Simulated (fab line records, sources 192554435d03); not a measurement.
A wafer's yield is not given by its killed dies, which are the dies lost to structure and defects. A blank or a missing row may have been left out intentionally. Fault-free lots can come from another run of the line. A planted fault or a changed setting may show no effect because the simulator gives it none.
Split-lot trial ; flow n5_finfet ; 21 wafers read across 7 lots, on a route 1938 steps long

== ABOUT THE SPLIT ==
At N5_FIN_SAQP_DESCUM_21 (chemistry O2, time 7.9 s), the setting time_s was moved away from the recipe's 7.9 s on 11 of the 21 wafers read, by -21.9% to +15.2%. This setting was run at the recipe's value on the other wafers.

The split's own step is where the reading is taken.

== THE READING ==
CAR-ArF_of_FIN_SAQP_COAT_10.thk_nm (the simulator's own value, which no gauge read), in nm, at N5_FIN_SAQP_DESCUM_21 (chemistry O2, time 7.9 s). There is no usual value for it anywhere in the file. Across the 10 wafers here that went through the recipe, the average is 83.48 nm and the standard deviation 0.27 nm.

wafer;tool, chamber at the split;time_s as run, s;against the recipe;CAR-ArF_of_FIN_SAQP_COAT_10.thk_nm, nm;against lot-mates on the recipe
L075.1;rie_diel-04, 3;7.9;recipe;83.83;-
L075.2;rie_diel-04, 1;7.9;recipe;83.75;-
L075.3;rie_diel-04, 0;7.9;recipe;83.76;-
L076.4;rie_diel-04, 3;6.37;-19.4%;84.05;+0.53
L076.5;rie_diel-04, 1;6.37;-19.4%;84.46;+0.94
L076.6;rie_diel-04, 0;7.9;recipe;83.52;-
L077.1;rie_diel-04, 2;6.723;-14.9%;84.06;+0.62
L077.3;rie_diel-04, 3;7.9;recipe;83.44;-
L077.6;rie_diel-04, 3;6.723;-14.9%;84.29;+0.85
L080.1;rie_diel-02, 0;9.095;+15.1%;82.52;no lot-mate on the recipe
L080.2;rie_diel-02, 2;9.095;+15.1%;82.4;no lot-mate on the recipe
L080.5;rie_diel-02, 2;9.095;+15.1%;82.43;no lot-mate on the recipe
L082.3;rie_diel-03, 1;9.1;+15.2%;82.76;-0.33
L082.4;rie_diel-03, 2;7.9;recipe;83.02;-
L082.6;rie_diel-03, 3;7.9;recipe;83.17;-
L087.1;rie_diel-03, 2;7.9;recipe;83.12;-
L087.4;rie_diel-03, 1;7.9;recipe;83.58;-
L087.5;rie_diel-03, 3;7.032;-11.0%;84.02;+0.67
L095.1;rie_diel-03, 0;6.171;-21.9%;84.59;+1.00
L095.3;rie_diel-03, 1;7.9;recipe;83.59;-
L095.6;rie_diel-03, 1;6.171;-21.9%;84.69;+1.10

FIT RESULTS
A straight line over all 21 wafers: CAR-ArF_of_FIN_SAQP_COAT_10.thk_nm changes by -0.053 nm for each +1% of time_s; r = -0.94; the points scatter about the line by 0.24 nm.
The same after taking each lot's own level away (the mean of its wafers on the recipe; 18 wafers): -0.0413 nm for each +1%; r = -0.94; scatter 0.16 nm.
The reading moves by 0.9 nm for the largest change in time_s, on that fit.
The span of the lots' own levels, 83.095 to 83.780 nm, comes to 2.5 times the standard deviation stated above.
Hence the slope depends on the lot-to-lot level, as the two fits are not the same.
Check: for one of the wafers moved furthest among these (-21.9%), held out of the fit, the line's prediction against its lot-mates is +0.943 nm. It came out at +1 nm against them.

== OTHER SPLITS ON THESE WAFERS ==
Note: prior to the reading, these wafers also went through further splits. Each is held against what the fit with the lots' levels taken away leaves over:
other split on the same wafers;wafers away from the commonest value;r with CAR-ArF_of_FIN_SAQP_COAT_10.thk_nm (lot level and that fit taken away)
N5_FIN_SAQP_ALD_61 temp_c;9;-0.28
N5_FIN_SAQP_HM_DEP_03 time_s;3;+0.32

== FILE'S OWN FIT ==
CAR-ArF_of_FIN_SAQP_COAT_10.thk_nm changes by -0.0426 nm for each +1% of time_s, r = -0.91.
